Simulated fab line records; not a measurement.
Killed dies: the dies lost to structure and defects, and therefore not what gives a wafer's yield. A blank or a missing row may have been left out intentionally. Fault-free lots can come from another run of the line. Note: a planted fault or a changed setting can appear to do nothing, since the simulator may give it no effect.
fab line records	flow n5-finfet
record lots=7	wafers=39
route steps=1938 shown FIN_SAQP@131 FIN_CUT@174 DUMMY_GATE@228 SD_EPI_P@307 SD_ACTIVATION@331 HKMG_FIN@403 MOL_CONTACT_COAG@570 BEOL_M4@1111
start-h: the number of hours between the record's first day and the start of the first shown wafer of the lot	wait-h: hours since the lot's step before	" the same as in the row above	L1.1+2: a row that stands for several wafers	- no value, or no start was given	* or withheld: withheld	< > ~ a bound
route shown NAME@n: names a module that has steps shown in the file, with the first one's number in the route	usual: mean and standard deviation over wafers with no fault	same: alike in all rows	chamber/n: place in a boat	sites: readings site by site	_std_site: standard deviation across them	_edge_site: inner sites' mean taken away from outer sites' mean	radius-mm: how far each site lies from the wafer's centre	mask NAME#n: copy n	behind: the last tool/chamber to shape the wafer	hold: why the lot was held/for how many hours/how that ended	device: which transistor (n, p or np) failed to switch	end of line: the same wafers' tests at the end of the route	a step with no rows: only its recipe	killed: dies lost to structure and defects at the first sort, not the wafer's yield	map: a wafer's dies, x killed, . not, _ none there
set.NAME: the run value of the setting; set.NAME@STEP: its run value at that earlier step	model.NAME: the simulator's own value behind a step, which no gauge read
lots with deliberately changed settings; one table per step, one row per wafer
## steps
# step N5_FIN_SAQP_MANDREL_ETCH_58
# recipe chemistry=HBr/Cl2	target=a-Si	target-depth-a=450	bt-time-s=10	stop-on=SiNx	mask-material=SiO2	over-etch-frac=0.8	time-s=27	pressure-mtorr=10	icp-w=800	bias-w=75	HBr_flow_sccm=150	Cl2_flow_sccm=80	ends=end-point
# step N5_FIN_CUT_CUT_ETCH_27
# recipe chemistry=CHF3/O2	target=SiO2	target-depth-a=40	mask-material=SOC	overetch-a=20	time-s=4.9	pressure-mtorr=30	source-w=650	bias-w=170	Ar_flow_sccm=200	CHF3_flow_sccm=50	O2_flow_sccm=5	ion-energy-ev=200
# step N5_DUMMY_GATE_EXPOSE_12
# recipe mask-id=GATE	na=0.33	source-shape=annular	sigma-inner=0.2	sigma-outer=0.6	polarization=unpolarized	target-cd-nm=25	dose-mj=34
# step N5_SD_EPI_P_ETCH_36
# recipe chemistry=CF4	target=SiARC	target-depth-a=455	mask-material=CAR-ArF-block	time-s=75.8	ion-energy-ev=80	pressure-mtorr=40	source-w=545	bias-w=36	Ar_flow_sccm=100	cf4-flow-sccm=100	ends=cleared
# step N5_SD_ACTIVATION_LSA_01
# recipe temp-c=1080	time-s=0.0008	ambient=N2
# step N5_HKMG_FIN_ETCH_55
# recipe chemistry=N2/H2	target=SOC	target-depth-a=2400	temp-c=40	time-s=300	ion-energy-ev=200	mask-material=SiARC	pressure-mtorr=30	source-w=840	bias-w=150	n2-flow-sccm=200	h2-flow-sccm=200
# step N5_HKMG_FIN_ETCH_32
# step N5_MOL_CONTACT_COAG_EXPOSE_81
# recipe mask-id=VG	na=0.33	source-shape=annular	sigma-inner=0.3	sigma-outer=0.7	polarization=unpolarized	defocus-nm=0	dose-mj=59.5
# step N5_MOL_CONTACT_COAG_ETCH_91
# recipe chemistry=N2/H2	target=SOC	target-depth-a=600	overetch-a=210	mask-material=SiARC	temp-c=40	time-s=101.2	ion-energy-ev=200	pressure-mtorr=30	source-w=840	bias-w=150	n2-flow-sccm=200	h2-flow-sccm=200
# step N5_BEOL_M4_RC_MEAS_101
# usual DIBL_N=36.4/1.4	DIBL_P=36.4/1.5	IOFF_P=0.210/0.023	IOFF_P_85C=3.6/0.33
lot.wafer	tool	chamber	start-h	wait-h	set.bias-w@FIN_SAQP_MANDREL_ETCH_58	set.target-depth-a@FIN_CUT_CUT_ETCH_27	set.dose-mj@DUMMY_GATE_EXPOSE_12	set.bias-w@SD_EPI_P_ETCH_36	set.time-s@SD_ACTIVATION_LSA_01	set.time-s@HKMG_FIN_ETCH_55	set.source-w@HKMG_FIN_ETCH_32	set.dose-mj@MOL_CONTACT_COAG_EXPOSE_81	set.time-s@MOL_CONTACT_COAG_ETCH_91	DIBL_N[mV/V]	DIBL_P[mV/V]	IOFF_P[nA/um]	IOFF_P_85C[nA/um]
L075.1	prober-01	0	202.15	0.0	87.85	40	36.3	36	0.0008	300	840	55.64	101.2	38.6	40.8	0.250	4.2
L075.2	"	0	"	"	75	40	36.3	42.2	0.0009788	265.6	840	55.64	101.2	40.1	42.9	0.296	4.8
L075.3	"	0	"	"	87.85	35.92	34	42.2	0.0008	265.6	903.6	59.5	101.2	35.3	37.2	0.197	3.4
L075.4	"	0	"	"	75	40	34	36	0.0009788	300	903.6	55.64	101.2	34.5	36.0	0.184	3.2
L075.5	"	0	"	"	87.85	35.92	34	36	0.0009788	265.6	840	59.5	101.2	35.6	36.9	0.197	3.4
L075.6	"	0	"	"	75	35.92	36.3	42.2	0.0008	300	903.6	59.5	101.2	39.4	41.7	0.271	4.4
L078.2	prober-01	0	221.91	0.2	75	40	34	36	0.0008	300	840	59.5	101.2	34.3	35.6	0.196	3.5
L078.3	"	0	"	"	75	40	34	36	0.0008	300	840	59.5	101.2	34.1	34.4	0.192	3.4
L078.4	"	0	"	"	75	40	34	36	0.0008	300	840	59.5	101.2	33.7	34.5	0.180	3.2
L076.1	prober-02	0	222.00	0.0	75	40	34	36	0.0006663	300	840	59.5	89.54	34.5	34.8	0.180	3.2
L076.2	"	0	"	"	64.35	40	34	36	0.0008	300	840	57.27	101.2	35.7	36.9	0.217	3.7
L076.3	"	0	"	"	75	40	34	36	0.0006663	250.8	840	57.27	101.2	34.3	35.7	0.197	3.4
L076.4	"	0	"	"	64.35	40	34	36	0.0006663	250.8	840	59.5	89.54	35.4	36.7	0.208	3.5
L076.5	"	0	"	"	75	40	34	36	0.0008	250.8	840	57.27	89.54	35.5	37.1	0.213	3.6
L076.6	"	0	"	"	64.35	40	34	36	0.0008	300	840	59.5	101.2	35.1	36.3	0.209	3.5
L082.1	prober-01	0	241.96	0.0	84.77	40	34	36	0.0008	300	972.7	59.5	101.2	36.7	39.2	0.240	4.1
L082.2	"	0	"	"	75	40	35.77	36	0.0008	300	972.7	61.48	101.2	41.3	44.6	0.364	5.9
L082.3	"	0	"	"	75	36.43	35.77	36	0.0008	300	840	59.5	101.2	41.0	43.5	0.327	5.3
L082.4	"	0	"	"	84.77	36.43	35.77	36	0.0008	300	840	61.48	124	38.6	41.4	0.273	4.6
L082.5	"	0	"	"	75	36.43	34	36	0.0008	300	972.7	59.5	124	35.5	37.5	0.217	3.8
L082.6	"	0	"	"	84.77	40	34	36	0.0008	300	840	61.48	124	37.0	38.6	0.230	4.0
L090.1	prober-01	0	289.62	0.0	75	40	35.77	36	0.0008	300	725.3	57.47	109.5	40.5	41.9	0.268	4.5
L090.2	"	0	"	"	75	40	35.77	36	0.0008	300	840	59.5	101.2	41.0	41.9	0.277	4.6
L090.3	"	0	"	"	75	40	34	36	0.0008	262.2	725.3	59.5	101.2	37.9	38.2	0.225	3.9
L090.4	"	0	"	"	75	40	34	36	0.0008	262.2	840	59.5	109.5	38.1	39.1	0.231	3.9
L090.5	"	0	"	"	75	40	34	36	0.0008	300	840	57.47	101.2	38.7	39.1	0.227	3.9
L090.6	"	0	"	"	75	40	35.77	36	0.0008	262.2	725.3	57.47	109.5	41.7	43.5	0.303	4.9
L094.1	prober-02	0	315.33	0.0	75	38.51	34	41.96	0.0008	300	885.8	57.24	101.2	33.9	33.7	0.188	3.2
L094.2	"	0	"	"	75	40	34	36	0.0008	238.7	885.8	59.5	101.2	35.8	35.7	0.211	3.6
L094.3	"	0	"	"	75	40	34	36	0.0008	300	885.8	59.5	120.7	36.1	36.5	0.218	3.7
L094.4	"	0	"	"	75	40	34	41.96	0.0008	238.7	840	57.24	120.7	34.8	34.6	0.194	3.3
L094.5	"	0	"	"	75	38.51	34	36	0.0008	300	840	57.24	120.7	34.8	34.3	0.188	3.3
L094.6	"	0	"	"	75	38.51	34	41.96	0.0008	238.7	840	59.5	101.2	35.5	35.9	0.224	3.8
L095.1	prober-01	0	317.48	0.0	75	40	34	36	0.0008	253.8	896.2	59.5	120.3	39.6	39.2	0.253	4.2
L095.2	"	0	"	"	75	43.1	34	36	0.0009363	253.8	840	62.98	101.2	37.2	37.8	0.224	3.8
L095.3	"	0	"	"	75	43.1	34	36	0.0008	300	840	59.5	120.3	38.3	38.4	0.231	3.9
L095.4	"	0	"	"	75	40	34	36	0.0009363	253.8	840	62.98	120.3	37.4	36.2	0.206	3.6
L095.5	"	0	"	"	75	40	34	36	0.0008	300	896.2	62.98	101.2	38.5	37.8	0.230	3.9
L095.6	"	0	"	"	75	43.1	34	36	0.0009363	300	896.2	59.5	101.2	37.0	36.5	0.203	3.5
## key
split step=N5_FIN_SAQP_MANDREL_ETCH_58	setting=bias-w	stated-as=75
response none clear
split step=N5_FIN_CUT_CUT_ETCH_27	setting=target-depth-a	stated-as=40
response none clear
split step=N5_DUMMY_GATE_EXPOSE_12	setting=dose-mj	stated-as=34
response step=N5_BEOL_M4_RC_MEAS_101	reading=DIBL_P	slope=+0.792	per=1%	together-with=all	explained=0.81
response step=N5_BEOL_M4_RC_MEAS_101	reading=DIBL_N	slope=+0.63	per=1%	together-with=all	explained=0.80
response step=N5_BEOL_M4_RC_MEAS_101	reading=IOFF_P_85C	slope=+0.189	per=1%	together-with=all	explained=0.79
response step=N5_BEOL_M4_RC_MEAS_101	reading=IOFF_P	slope=+0.013	per=1%	together-with=all	explained=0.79
split step=N5_SD_EPI_P_ETCH_36	setting=bias-w	stated-as=36
response none clear
split step=N5_SD_ACTIVATION_LSA_01	setting=time-s	stated-as=0.0008
response none clear
split step=N5_HKMG_FIN_ETCH_55	setting=time-s	stated-as=300
response none clear
split step=N5_HKMG_FIN_ETCH_32	setting=source-w	stated-as=840
response none clear
split step=N5_MOL_CONTACT_COAG_EXPOSE_81	setting=dose-mj	stated-as=59.5
response none clear
split step=N5_MOL_CONTACT_COAG_ETCH_91	setting=time-s	stated-as=101.2
response none clear
